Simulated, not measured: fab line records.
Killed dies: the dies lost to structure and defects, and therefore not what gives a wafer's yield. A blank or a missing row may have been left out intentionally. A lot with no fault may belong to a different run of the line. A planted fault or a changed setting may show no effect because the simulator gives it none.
Chamber matching :: flow nand_harc :: 3 sister chambers for NHARC_A_STAIRCASE_DEP_417 on pecvd-03
The step deposits Si3N4, target thk 60 nm. 16 wafers are shown with their chamber, then 8 later ones without.

## WAFERS, EACH WITH ITS CHAMBER
wafer: L075.1
chamber: 2
heater_power_w (W): 887

wafer: L075.2
chamber: 0
heater_power_w (W): 641

wafer: L075.4
chamber: 1
heater_power_w (W): 782

wafer: L079.1
chamber: 2
heater_power_w (W): 936

wafer: L079.2
chamber: 0
heater_power_w (W): 640

wafer: L079.3
chamber: 1
heater_power_w (W): 739

wafer: L084.1
chamber: 0
heater_power_w (W): 582

wafer: L084.4
chamber: 0
heater_power_w (W): 590

wafer: L084.6
chamber: 1
heater_power_w (W): 625

wafer: L085.2
chamber: 1
heater_power_w (W): 713

wafer: L085.4
chamber: 2
heater_power_w (W): 914

wafer: L085.6
chamber: 0
heater_power_w (W): 676

wafer: L087.1
chamber: 0
heater_power_w (W): 664

wafer: L087.4
chamber: 1
heater_power_w (W): 767

wafer: L087.6
chamber: 2
heater_power_w (W): 914

wafer: L095.1
chamber: 1
heater_power_w (W): 774

SIGNATURES, as means of the wafers listed above
reading: heater_power_w
chamber 0: 632.17
chamber 1: 733.33
chamber 2: 912.75
scatter within a chamber: 44.6
Rule: for each reading, subtract the chamber's mean from the wafer's reading, divide by that reading's scatter and square the result; add these up over the readings and take the root, which gives the wafer's distance from the chamber. If the next closest chamber is less than 2 further off than the closest, the wafer can't be placed; otherwise it belongs to the closest. The scatter is the square root of a quotient: the sum, over the shown wafers, of each reading's squared deviation from its chamber's mean, divided by wafers minus chambers.

## WAFERS WITH NO CHAMBER GIVEN
wafer: L095.5
heater_power_w (W): 758

wafer: L095.6
heater_power_w (W): 634

wafer: L094.2
heater_power_w (W): 647

wafer: L094.3
heater_power_w (W): 893

wafer: L094.6
heater_power_w (W): 635

wafer: L092.1
heater_power_w (W): 939

wafer: L092.5
heater_power_w (W): 639

wafer: L092.6
heater_power_w (W): 774

## WHICH CHAMBER EACH WENT THROUGH
wafer: L095.5
from the rows above: 1
in truth: 1

wafer: L095.6
from the rows above: 0
in truth: 0

wafer: L094.2
from the rows above: can't be placed: 0 or 1
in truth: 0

wafer: L094.3
from the rows above: 2
in truth: 2

wafer: L094.6
from the rows above: 0
in truth: 0

wafer: L092.1
from the rows above: 2
in truth: 2

wafer: L092.5
from the rows above: can't be placed: 0 or 1
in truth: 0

wafer: L092.6
from the rows above: 1
in truth: 1
Placed correctly: 6 of 8. From these rows, 2 cannot be placed; in 2 the true chamber is one of the candidates. 0 placed wrongly.
